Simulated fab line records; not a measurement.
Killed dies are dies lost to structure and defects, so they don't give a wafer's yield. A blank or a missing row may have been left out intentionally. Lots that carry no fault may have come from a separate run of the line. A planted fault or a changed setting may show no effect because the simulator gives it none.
Which of the tools did it?    flow n5 finfet    Sampling: 24 lots, 72 wafers, 3 of 1938 route steps

== WHAT THE GAUGES SHOWED, per wafer ==
N5_BEOL_M8_INSPECT_58: inspects for defects (darkfield).
lot   measured      on                 raw defect count
L074  day 9 13:08   defect inspect-02  74 62 47
L075  day 9 14:00   defect inspect-01  40 50 85
L077  day 9 17:21   defect inspect-02  61 42 63
L076  day 9 17:49   defect inspect-02  96 78 47
L078  day 10 04:59  defect inspect-02  78 83 106
L080  day 10 10:53  defect inspect-01  87 77 80
L079  day 10 11:19  defect inspect-01  63 67 63
L081  day 10 14:04  defect inspect-01  101 77 70
L082  day 10 19:51  defect inspect-01  42 41 57
L083  day 11 21:25  defect inspect-02  106 139 107
L084  day 12 05:05  defect inspect-02  92 129 103
L086  day 12 05:07  defect inspect-02  42 63 91
L085  day 12 05:22  defect inspect-02  92 88 88
L087  day 12 13:34  defect inspect-02  58 66 113
L088  day 13 00:53  defect inspect-02  47 60 61
L089  day 13 02:10  defect inspect-01  60 68 57
L091  day 13 02:14  defect inspect-02  71 70 93
L090  day 13 03:46  defect inspect-01  38 36 42
L093  day 13 22:57  defect inspect-01  53 63 65
L092  day 14 09:10  defect inspect-01  52 70 57
L094  day 14 11:22  defect inspect-02  64 79 97
L095  day 15 05:00  defect inspect-02  89 78 44
L096  day 15 17:38  defect inspect-01  55 46 75
L097  day 15 18:16  defect inspect-01  58 49 100

N5_BEOL_M9_CD_MEAS_18: pitch 140 nm, target cd 70 nm.
lot   measured      on         cd nm (nm)
L074  day 9 16:28   cd sem-02  70.3 70.3 70.3
L075  day 9 16:30   cd sem-01  70.5 70.4 70.5
L077  day 9 21:33   cd sem-02  69.2 69.7 69.7
L076  day 9 21:49   cd sem-03  70.5 70.1 71.0
L078  day 10 07:18  cd sem-01  69.3 69.9 70.6
L080  day 10 13:13  cd sem-03  70.2 69.9 69.9
L079  day 10 13:38  cd sem-02  70.6 70.2 70.5
L081  day 10 17:11  cd sem-02  70.2 70.3 70.8
L082  day 10 23:23  cd sem-03  70.2 70.0 70.1
L083  day 11 23:32  cd sem-03  71.3 70.6 70.5
L084  day 12 07:07  cd sem-03  70.7 70.5 70.5
L086  day 12 07:17  cd sem-03  69.1 70.5 69.8
L085  day 12 07:32  cd sem-02  70.7 70.1 70.4
L087  day 12 15:39  cd sem-02  69.8 69.9 69.1
L088  day 13 04:11  cd sem-02  70.1 69.8 69.5
L089  day 13 06:01  cd sem-03  70.0 69.4 68.9
L091  day 13 06:28  cd sem-02  70.7 70.7 70.7
L090  day 13 07:10  cd sem-03  69.0 69.1 70.0
L093  day 14 03:00  cd sem-03  70.2 69.7 70.1
L092  day 14 12:07  cd sem-02  69.8 70.9 70.6
L094  day 14 16:08  cd sem-03  70.1 70.0 70.1
L095  day 15 06:51  cd sem-03  70.1 70.2 70.8
L096  day 16 00:27  cd sem-02  70.1 70.0 68.9
L097  day 15 20:35  cd sem-03  69.3 69.7 69.9

== EACH LOT AND THE TOOL THAT RAN IT (in order: tool; ch and the chambers of the sampled wafers; start) ==
lot   N5_BEOL_M9_STRIP_19
L074  rie diel-04 ch 0,1,2, day 9 16:24
L075  rie diel-06 ch 1,2,3, day 9 16:26
L077  rie diel-06 ch 1,2, day 9 21:29
L076  rie diel-05 ch 0,1,2, day 9 21:44
L078  rie diel-04 ch 2,3, day 10 07:14
L080  rie diel-05 ch 0,2,3, day 10 13:09
L079  rie diel-05 ch 0,2, day 10 13:34
L081  rie diel-05 ch 0,1,2, day 10 17:07
L082  rie diel-06 ch 0,1,3, day 10 23:19
L083  rie diel-04 ch 0,2,3, day 11 23:28
L084  rie diel-05 ch 0,2,3, day 12 07:02
L086  rie diel-04 ch 0,1,2, day 12 07:12
L085  rie diel-06 ch 1,2,3, day 12 07:28
L087  rie diel-04 ch 0,1, day 12 15:35
L088  rie diel-05 ch 0,1,3, day 13 04:07
L089  rie diel-06 ch 0,1,2, day 13 05:56
L091  rie diel-06 ch 1,3, day 13 06:24
L090  rie diel-06 ch 0,1,3, day 13 07:05
L093  rie diel-04 ch 0,2,3, day 14 02:55
L092  rie diel-04 ch 1,2,3, day 14 12:02
L094  rie diel-05 ch 0,1,2, day 14 16:04
L095  rie diel-04 ch 0,2,3, day 15 06:47
L096  rie diel-05 ch 0,1,2, day 16 00:23
L097  rie diel-06 ch 0,1, day 15 20:31
- N5_BEOL_M9_STRIP_19: strips in O2.

== WHAT THE TOOLS THEMSELVES READ (means of the sampled wafers that have a number; where no wafer has one, the mark that the record gives instead) ==
N5_BEOL_M9_STRIP_19.
lot   tool         drypump motor current A (A)  oes product au (a.u.)  rf vpp V (V)  showerhead plenum p Torr (Torr)  temp c (C)  throttle valve pct (%)
L074  rie diel-04  6.0                          0.82                   3.3           2.08                             39.92       16.75
L075  rie diel-06  5.7                          0.72                   4.0           2.12                             40.05       16.76
L077  rie diel-06  5.9                          0.72                   3.5           2.11                             39.95       16.85
L076  rie diel-05  5.5                          0.76                   3.5           2.09                             39.98       16.82
L078  rie diel-04  6.0                          0.89                   4.1           2.06                             39.96       16.83
L080  rie diel-05  5.6                          0.78                   4.1           2.10                             39.97       16.70
L079  rie diel-05  5.7                          0.76                   3.4           2.14                             39.86       16.92
L081  rie diel-05  5.5                          0.75                   3.6           2.09                             39.96       16.85
L082  rie diel-06  5.6                          0.81                   4.1           2.11                             39.95       16.55
L083  rie diel-04  5.8                          0.82                   3.8           2.06                             40.08       16.85
L084  rie diel-05  5.6                          0.78                   3.3           2.10                             39.96       16.72
L086  rie diel-04  6.0                          0.89                   3.7           2.07                             40.09       16.64
L085  rie diel-06  5.7                          0.71                   3.3           2.11                             40.07       16.79
L087  rie diel-04  5.8                          0.90                   4.1           2.11                             40.07       16.48
L088  rie diel-05  5.7                          0.73                   3.3           2.05                             40.00       16.85
L089  rie diel-06  5.8                          0.78                   3.6           2.10                             40.02       16.68
L091  rie diel-06  5.6                          0.71                   3.8           2.06                             39.89       16.85
L090  rie diel-06  5.6                          0.79                   3.8           2.11                             39.86       16.59
L093  rie diel-04  5.8                          0.80                   3.5           2.05                             39.98       16.86
L092  rie diel-04  5.8                          0.86                   3.5           2.09                             39.86       16.72
L094  rie diel-05  5.5                          0.73                   3.5           2.08                             40.09       16.90
L095  rie diel-04  5.7                          0.79                   4.1           2.05                             40.07       16.89
L096  rie diel-05  5.5                          0.72                   3.1           2.08                             39.87       16.91
L097  rie diel-06  5.7                          0.82                   3.5           2.09                             39.92       16.52

== THE ANSWER, worked out from the rows above alone ==
Rule: the lots themselves supply what counts as usual. Put in order of their means at a reading, lots are off if they are a third of the lots or fewer, leave a main group of 4 or more, and stand apart from it by a gap of 3 or more times the standard deviation of the main group's means; of several such gaps the widest counts. A main group whose means are all the same, to the digits that the tables above print for the reading, isn't used. A lot without any number at a reading at which 4 lots or more have one is off too. Where the step has rows for the other lots, those lots are counted as sound. First the gauges in route order, then the tools' own readings, where a lot's mean is used as printed above. At the first step where some lot is off, the reading lying furthest off is the one used; lots without a number count as furthest.
Nothing can be told from this: no lot is off at any reading shown.

== WHAT THE SIMULATOR HAD PUT IN ==
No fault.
